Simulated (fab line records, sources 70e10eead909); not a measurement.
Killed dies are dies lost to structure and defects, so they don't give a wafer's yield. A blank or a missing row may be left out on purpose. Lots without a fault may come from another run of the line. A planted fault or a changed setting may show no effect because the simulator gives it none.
Chamber matching | flow nand_harc | NHARC_A_WL_FILL_ALD_19 on ald_metal-01: 4 sister chambers
The step deposits TiN, target thk 2 nm, pulse time 3 s, ald cycles 100. 4 wafers are shown with their chamber, then 8 later ones without.

WAFERS WITH THEIR CHAMBER
wafer  | chamber | heater_power_w (W)
L083.2 | 1       | 1003
L083.3 | 0       | 912
L084.5 | 3       | 1196
L085.1 | 2       | 1042

WAFERS WITHOUT THEIR CHAMBER
wafer  | heater_power_w (W)
L085.5 | 917
L085.6 | 1163
L091.1 | 1051
L091.5 | 1007
L091.6 | 1008
L093.2 | 1199
L093.3 | 933
L093.6 | 1025

WHICH CHAMBER EACH WENT THROUGH
wafer  | from the rows above     | in truth
L085.5 | 0                       | 0
L085.6 | 3                       | 3
L091.1 | 2                       | 2
L091.5 | can't be placed: 1 or 2 | 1
L091.6 | can't be placed: 1 or 2 | 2
L093.2 | 3                       | 3
L093.3 | 0                       | 0
L093.6 | can't be placed: 2 or 1 | 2
Placed correctly: 5 of 8. Can't be placed from these rows: 3 (the true chamber is among the candidates in 3). Placed wrongly: 0.
How it was worked out, from the rows above alone: a wafer's distance from a chamber is the root of the sum, over the readings, of the square of ((its reading less the chamber's mean) divided by the reading's scatter). The wafer belongs to the nearest chamber; if the next one is less than 2 further off, it can't be placed. A chamber's mean is the mean of its shown wafers. The scatter: with one shown wafer a chamber, the root of the mean of the squares of how far each hidden wafer lies from its nearest shown one.
